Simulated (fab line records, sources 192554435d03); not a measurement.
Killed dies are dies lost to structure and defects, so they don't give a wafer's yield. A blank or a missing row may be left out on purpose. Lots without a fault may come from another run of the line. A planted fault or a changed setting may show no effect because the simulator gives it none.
Chamber matching | flow n5_finfet | N5_BEOL_M4_CO_CAP_55 on cvd_co-01: 3 sister chambers
The step material Co, precursor CCTBA/H2, target thk 2 nm, time 102.1 s. 33 wafers are shown with their chamber, then 12 later ones without.

WAFERS WITH THEIR CHAMBER
wafer  | chamber | heater_power_w (W)
L075.2 | 2       | 234
L075.3 | 1       | 248
L075.4 | 0       | 223
L077.1 | 0       | 229
L077.2 | 1       | 241
L077.5 | 0       | 227
L078.1 | 2       | 240
L078.3 | 1       | 244
L078.5 | 2       | 229
L076.1 | 0       | 227
L076.2 | 2       | 235
L076.3 | 1       | 240
L076.4 | 1       | 242
L076.5 | 0       | 228
L076.6 | 2       | 233
L079.1 | 2       | 233
L079.2 | 1       | 242
L079.3 | 0       | 222
L079.4 | 1       | 245
L079.5 | 2       | 231
L079.6 | 0       | 230
L080.3 | 1       | 245
L080.5 | 1       | 238
L080.6 | 2       | 235
L082.1 | 2       | 237
L082.3 | 1       | 245
L082.4 | 0       | 216
L083.1 | 0       | 221
L083.4 | 0       | 222
L083.6 | 2       | 234
L084.1 | 0       | 227
L084.2 | 1       | 248
L084.4 | 0       | 224

SIGNATURES (means of the wafers above)
reading        | chamber 0 | chamber 1 | chamber 2 | scatter within a chamber
heater_power_w | 224.67    | 243.45    | 234.10    | 3.48
Rule: a wafer's distance from a chamber is the root of the sum, over the readings, of the square of ((its reading less the chamber's mean) divided by the reading's scatter). The wafer belongs to the nearest chamber; if the next one is less than 2 further off, it can't be placed. The scatter: the root of (the sum of the squares of (reading less its chamber's mean) over the shown wafers, divided by (wafers less chambers)).

WAFERS WITHOUT THEIR CHAMBER
wafer  | heater_power_w (W)
L092.1 | 225
L092.2 | 247
L092.5 | 234
L095.1 | 222
L095.2 | 244
L095.4 | 235
L094.1 | 246
L094.2 | 235
L094.3 | 227
L094.4 | 245
L094.5 | 238
L094.6 | 224

WHICH CHAMBER EACH WENT THROUGH
wafer  | from the rows above     | in truth
L092.1 | 0                       | 0
L092.2 | 1                       | 1
L092.5 | 2                       | 2
L095.1 | 0                       | 0
L095.2 | 1                       | 1
L095.4 | 2                       | 2
L094.1 | 1                       | 1
L094.2 | 2                       | 2
L094.3 | can't be placed: 0 or 2 | 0
L094.4 | 1                       | 1
L094.5 | can't be placed: 2 or 1 | 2
L094.6 | 0                       | 0
Placed correctly: 10 of 12. Can't be placed from these rows: 2 (the true chamber is among the candidates in 2). Placed wrongly: 0.
